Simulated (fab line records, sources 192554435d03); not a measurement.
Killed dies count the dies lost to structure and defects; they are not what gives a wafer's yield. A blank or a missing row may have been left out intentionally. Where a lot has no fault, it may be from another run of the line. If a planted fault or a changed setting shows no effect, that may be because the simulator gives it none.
Chamber matching + flow n5Finfet + rieDiel-06 running N5_BEOL_M10_ETCH_62: 4 sister chambers
The step etches SOC in N2/H2, target depth 110 nm, overetch 22 nm, time 165 s. 20 wafers are shown with their chamber, then 10 later ones without.

== WAFERS WITH THEIR CHAMBER ==
| wafer  | chamber | showerheadPlenumPTorr (Torr) | throttleValvePct (%) | oesProductAu (a.u.) |
|--------|---------|------------------------------|----------------------|---------------------|
| L075.2 | 1       | 2.46                         | 17.66                | 0.67                |
| L075.3 | 3       | 2.65                         | 17.91                | 0.65                |
| L075.6 | 1       | 2.46                         | 17.68                | 0.68                |
| L076.1 | 3       | 2.65                         | 17.92                | 0.65                |
| L076.3 | 1       | 2.45                         | 17.71                | 0.67                |
| L076.6 | 2       | 2.51                         | 18.09                | 0.60                |
| L078.2 | 1       | 2.45                         | 17.70                | 0.66                |
| L078.3 | 3       | 2.65                         | 17.94                | 0.65                |
| L078.5 | 1       | 2.45                         | 17.69                | 0.66                |
| L080.1 | 0       | 2.55                         | 17.85                | 0.63                |
| L080.3 | 3       | 2.65                         | 17.95                | 0.65                |
| L080.5 | 2       | 2.51                         | 18.10                | 0.60                |
| L082.2 | 3       | 2.65                         | 17.93                | 0.64                |
| L082.3 | 1       | 2.45                         | 17.72                | 0.66                |
| L082.4 | 2       | 2.51                         | 18.10                | 0.60                |
| L084.3 | 0       | 2.55                         | 17.85                | 0.62                |
| L084.4 | 0       | 2.55                         | 17.86                | 0.61                |
| L084.6 | 3       | 2.65                         | 17.94                | 0.64                |
| L085.1 | 0       | 2.54                         | 17.86                | 0.61                |
| L085.3 | 1       | 2.45                         | 17.71                | 0.66                |

SIGNATURES (means of the wafers above)
| reading               | chamber 0 | chamber 1 | chamber 2 | chamber 3 | scatter within a chamber |
|-----------------------|-----------|-----------|-----------|-----------|--------------------------|
| showerheadPlenumPTorr | 2.5475    | 2.4529    | 2.5100    | 2.6500    | 0.00369                  |
| throttleValvePct      | 17.8550   | 17.6957   | 18.0967   | 17.9317   | 0.0155                   |
| oesProductAu          | 0.6175    | 0.6657    | 0.6000    | 0.6467    | 0.00698                  |
Rule: a wafer lies at a distance from a chamber equal to the root of the sum of squares, over the readings, of (its reading less the chamber's mean, divided by the reading's scatter). If the next closest chamber is less than 2 further off than the closest, the wafer can't be placed; otherwise it belongs to the closest. The scatter is the square root of a quotient: the sum, over the shown wafers, of each reading's squared deviation from its chamber's mean, divided by wafers minus chambers.

== WAFERS WITH NO CHAMBER GIVEN ==
| wafer  | showerheadPlenumPTorr (Torr) | throttleValvePct (%) | oesProductAu (a.u.) |
|--------|------------------------------|----------------------|---------------------|
| L085.5 | 2.54                         | 17.87                | 0.61                |
| L091.2 | 2.44                         | 17.76                | 0.65                |
| L091.3 | 2.54                         | 17.86                | 0.61                |
| L091.5 | 2.51                         | 17.71                | 0.79                |
| L094.2 | 2.44                         | 17.76                | 0.64                |
| L094.3 | 2.64                         | 17.98                | 0.63                |
| L094.6 | 2.64                         | 17.99                | 0.62                |
| L097.2 | 2.43                         | 17.78                | 0.64                |
| L097.3 | 2.63                         | 18.00                | 0.62                |
| L097.6 | 2.63                         | 18.00                | 0.62                |

== THE CHAMBER EACH PASSED THROUGH ==
| wafer  | from the rows above | in truth                   |
|--------|---------------------|----------------------------|
| L085.5 | 0                   | 0                          |
| L091.2 | 1                   | 1                          |
| L091.3 | 0                   | 0                          |
| L091.5 | 1                   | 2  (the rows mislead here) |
| L094.2 | 1                   | 1                          |
| L094.3 | 3                   | 3                          |
| L094.6 | 3                   | 3                          |
| L097.2 | 1                   | 1                          |
| L097.3 | 3                   | 3                          |
| L097.6 | 3                   | 3                          |
Placed correctly: 9 of 10. From these rows, 0 cannot be placed. Placed wrongly: 1.
